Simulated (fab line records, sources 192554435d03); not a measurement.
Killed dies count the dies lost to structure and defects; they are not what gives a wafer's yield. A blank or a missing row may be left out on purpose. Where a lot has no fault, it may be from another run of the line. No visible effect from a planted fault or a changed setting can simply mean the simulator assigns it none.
Matching of chambers :: flow n5Finfet :: 3 sister chambers for N5_BEOL_M11_DEP_56 on pecvd-04
The step deposits SiCN from 3MS/NH3, target thk 30 nm, time 10.5 s. 18 wafers are shown with their chamber, then 9 later ones without.

## WAFERS WITH THEIR CHAMBER
wafer: L077.1
chamber: 0
throttleValvePct (%): 18.3
showerheadPlenumPTorr (Torr): 4.150

wafer: L077.3
chamber: 2
throttleValvePct (%): 17.9
showerheadPlenumPTorr (Torr): 4.158

wafer: L077.4
chamber: 2
throttleValvePct (%): 17.8
showerheadPlenumPTorr (Torr): 4.165

wafer: L081.1
chamber: 0
throttleValvePct (%): 18.2
showerheadPlenumPTorr (Torr): 4.151

wafer: L081.2
chamber: 1
throttleValvePct (%): 20.3
showerheadPlenumPTorr (Torr): 4.195

wafer: L081.3
chamber: 2
throttleValvePct (%): 17.9
showerheadPlenumPTorr (Torr): 4.166

wafer: L082.2
chamber: 2
throttleValvePct (%): 18.0
showerheadPlenumPTorr (Torr): 4.157

wafer: L082.4
chamber: 0
throttleValvePct (%): 18.3
showerheadPlenumPTorr (Torr): 4.151

wafer: L082.6
chamber: 1
throttleValvePct (%): 20.2
showerheadPlenumPTorr (Torr): 4.195

wafer: L084.3
chamber: 2
throttleValvePct (%): 17.5
showerheadPlenumPTorr (Torr): 4.174

wafer: L084.4
chamber: 1
throttleValvePct (%): 20.4
showerheadPlenumPTorr (Torr): 4.192

wafer: L084.5
chamber: 0
throttleValvePct (%): 18.4
showerheadPlenumPTorr (Torr): 4.142

wafer: L090.3
chamber: 0
throttleValvePct (%): 18.5
showerheadPlenumPTorr (Torr): 4.158

wafer: L090.4
chamber: 2
throttleValvePct (%): 18.3
showerheadPlenumPTorr (Torr): 4.178

wafer: L090.5
chamber: 1
throttleValvePct (%): 20.5
showerheadPlenumPTorr (Torr): 4.197

wafer: L093.1
chamber: 1
throttleValvePct (%): 20.1
showerheadPlenumPTorr (Torr): 4.195

wafer: L093.2
chamber: 0
throttleValvePct (%): 18.1
showerheadPlenumPTorr (Torr): 4.146

wafer: L093.3
chamber: 2
throttleValvePct (%): 18.1
showerheadPlenumPTorr (Torr): 4.182

SIGNATURES, as means of the wafers listed above
reading: throttleValvePct
chamber 0: 18.300
chamber 1: 20.300
chamber 2: 17.929
scatter within a chamber: 0.196

reading: showerheadPlenumPTorr
chamber 0: 4.14967
chamber 1: 4.19480
chamber 2: 4.16857
scatter within a chamber: 0.00694
Rule: for each reading, subtract the chamber's mean from the wafer's reading, divide by that reading's scatter and square the result; add these up over the readings and take the root, which gives the wafer's distance from the chamber. The wafer belongs to the nearest chamber; if the next one is less than 2 further off, it can't be placed. The scatter: take each reading less its chamber's mean, square it, sum over the shown wafers, divide by the number of wafers less the number of chambers, and take the root.

## WAFERS WITHOUT THEIR CHAMBER
wafer: L095.1
throttleValvePct (%): 18.0
showerheadPlenumPTorr (Torr): 4.178

wafer: L095.2
throttleValvePct (%): 20.2
showerheadPlenumPTorr (Torr): 4.198

wafer: L095.3
throttleValvePct (%): 18.0
showerheadPlenumPTorr (Torr): 4.145

wafer: L097.1
throttleValvePct (%): 18.0
showerheadPlenumPTorr (Torr): 4.172

wafer: L097.3
throttleValvePct (%): 20.3
showerheadPlenumPTorr (Torr): 4.177

wafer: L097.6
throttleValvePct (%): 18.5
showerheadPlenumPTorr (Torr): 4.152

wafer: L094.2
throttleValvePct (%): 17.8
showerheadPlenumPTorr (Torr): 4.177

wafer: L094.4
throttleValvePct (%): 18.0
showerheadPlenumPTorr (Torr): 4.168

wafer: L094.5
throttleValvePct (%): 20.2
showerheadPlenumPTorr (Torr): 4.187

## THE CHAMBER EACH PASSED THROUGH
wafer: L095.1
from the rows above: 2
in truth: 2

wafer: L095.2
from the rows above: 1
in truth: 1

wafer: L095.3
from the rows above: can't be placed: 0 or 2
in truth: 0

wafer: L097.1
from the rows above: 2
in truth: 2

wafer: L097.3
from the rows above: 1
in truth: 1

wafer: L097.6
from the rows above: 0
in truth: 0

wafer: L094.2
from the rows above: 2
in truth: 2

wafer: L094.4
from the rows above: 2
in truth: 2

wafer: L094.5
from the rows above: 1
in truth: 1
Correct placement for 8 of the 9. These rows do not allow placing 1 (true chamber among the candidates in 1). Wrongly placed: 0.
